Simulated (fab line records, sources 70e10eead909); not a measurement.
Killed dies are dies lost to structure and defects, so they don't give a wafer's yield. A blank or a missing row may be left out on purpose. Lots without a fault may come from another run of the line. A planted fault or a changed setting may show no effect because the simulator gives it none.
One fault seen from 2 desks | flow nand_harc | each desk has only its own numbers; what lay behind them comes last

THE DEFECT DESK
What the inspections along the route counted, lot by lot: means of the sampled wafers that have a number. A lot is out of limits, marked OUT, if its mean lies more than 4 standard deviations from the usual mean; the brackets give that distance.
Columns: A = raw_defect_count at NHARC_A_CHANNEL_FILL_D1_INSPECT_13, usual 303
lot  | first seen here | A
L802 | day 10 17:25    | 273
L803 | day 10 17:25    | 366
L808 | day 11 16:34    | 238
L807 | day 11 20:16    | 216
L806 | day 11 20:26    | 281
L812 | day 13 04:11    | 363
L815 | day 13 11:55    | 258
L817 | day 14 08:11    | 415
L818 | day 14 08:14    | 368
L819 | day 14 20:31    | 303
L820 | day 15 03:46    | 226
L822 | day 15 11:43    | 249
L824 | day 15 23:53    | 407
L825 | day 16 15:50    | 296
This desk's finding: nothing out of limits on any of the 14 lots.

THE TOOL OWNER'S DESK: rie_diel-05
The tool's own readings at NHARC_A_CHANNEL_FILL_D1_ETCHBACK_08 (etches the open film in C4F8, target depth 220 nm, time 110 s): means of the sampled wafers that have a number, for each lot that ran on this tool. A lot is out of limits, marked OUT, if its mean lies more than 4 standard deviations from the usual mean; the brackets give that distance.
Columns: A = chamber_pressure_mTorr at NHARC_A_CHANNEL_FILL_D1_ETCHBACK_08, usual 24.997 mTorr; B = oes_product_au at NHARC_A_CHANNEL_FILL_D1_ETCHBACK_08, usual 0.96 a.u.; C = rf_vpp_V at NHARC_A_CHANNEL_FILL_D1_ETCHBACK_08, usual 442.4 V
lot  | first seen here | A      | B    | C
L803 | day 10 11:13    | 25.026 | 0.92 | 440.1
L812 | day 12 21:52    | 24.997 | 0.93 | 441.7
L815 | day 13 05:29    | 25.001 | 0.94 | 441.5
L817 | day 14 01:53    | 24.997 | 0.92 | 442.9
L819 | day 14 14:10    | 25.003 | 1.00 | 440.4
L820 | day 14 21:14    | 24.992 | 0.93 | 440.5
L824 | day 15 17:17    | 25.017 | 1.01 | 442.7
This desk's finding: nothing out of limits on any of the 7 lots.

PUT TOGETHER
The defect desk saw nothing out of limits.
The tool owner's desk saw nothing out of limits.

WHAT THE SIMULATOR HAD PUT IN
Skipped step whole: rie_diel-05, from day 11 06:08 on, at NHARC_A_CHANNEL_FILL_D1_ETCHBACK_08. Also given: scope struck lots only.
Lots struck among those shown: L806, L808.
